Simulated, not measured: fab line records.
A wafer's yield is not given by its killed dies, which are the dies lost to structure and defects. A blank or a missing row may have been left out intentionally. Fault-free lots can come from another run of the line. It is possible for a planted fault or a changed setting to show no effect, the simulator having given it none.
Matching of chambers ; flow n5-finfet ; N5_BEOL_M15_ETCH_59 on rie-diel-02: 4 sister chambers
The step etches BARC in N2/H2, target depth 89 nm, overetch 26.7 nm, time 67.9 s. 8 wafers are shown with their chamber, then 9 later ones without.

== WAFERS, EACH WITH ITS CHAMBER ==
wafer;chamber;drypump-motor-current-A (A);throttle-valve-pct (%)
L082.4;3;5.7;17.74
L085.2;3;5.6;17.75
L085.4;0;5.4;17.92
L088.4;1;6.4;18.32
L088.5;1;6.4;18.29
L091.1;2;6.3;17.85
L091.4;0;5.5;17.93
L091.5;2;6.3;17.85

== WAFERS MISSING THEIR CHAMBER ==
wafer;drypump-motor-current-A (A);throttle-valve-pct (%)
L089.2;6.4;18.33
L089.3;6.3;17.83
L089.6;6.4;17.85
L094.1;6.4;18.33
L094.4;6.3;17.84
L094.5;6.3;18.33
L096.1;6.4;18.34
L096.2;6.3;17.88
L096.4;6.3;18.33

== WHICH CHAMBER EACH ONE RAN IN ==
wafer;from the rows above;in truth
L089.2;1;1
L089.3;2;2
L089.6;2;2
L094.1;1;1
L094.4;2;2
L094.5;1;1
L096.1;1;1
L096.2;2;2
L096.4;1;1
9 of 9 placed correctly. Left unplaced by these rows: 0. Number placed wrongly: 0.
How it was worked out, from the rows above alone: a wafer's distance from a chamber is the root of the sum, over the readings, of the square of ((its reading less the chamber's mean) divided by the reading's scatter). The wafer belongs to the nearest chamber; if the next one is less than 2 further off, it can't be placed. A chamber's mean is the mean of its shown wafers. How the scatter is found: for the shown wafers, subtract from each reading the mean of its chamber, square and add these, divide the total by (wafers less chambers), then take the root.
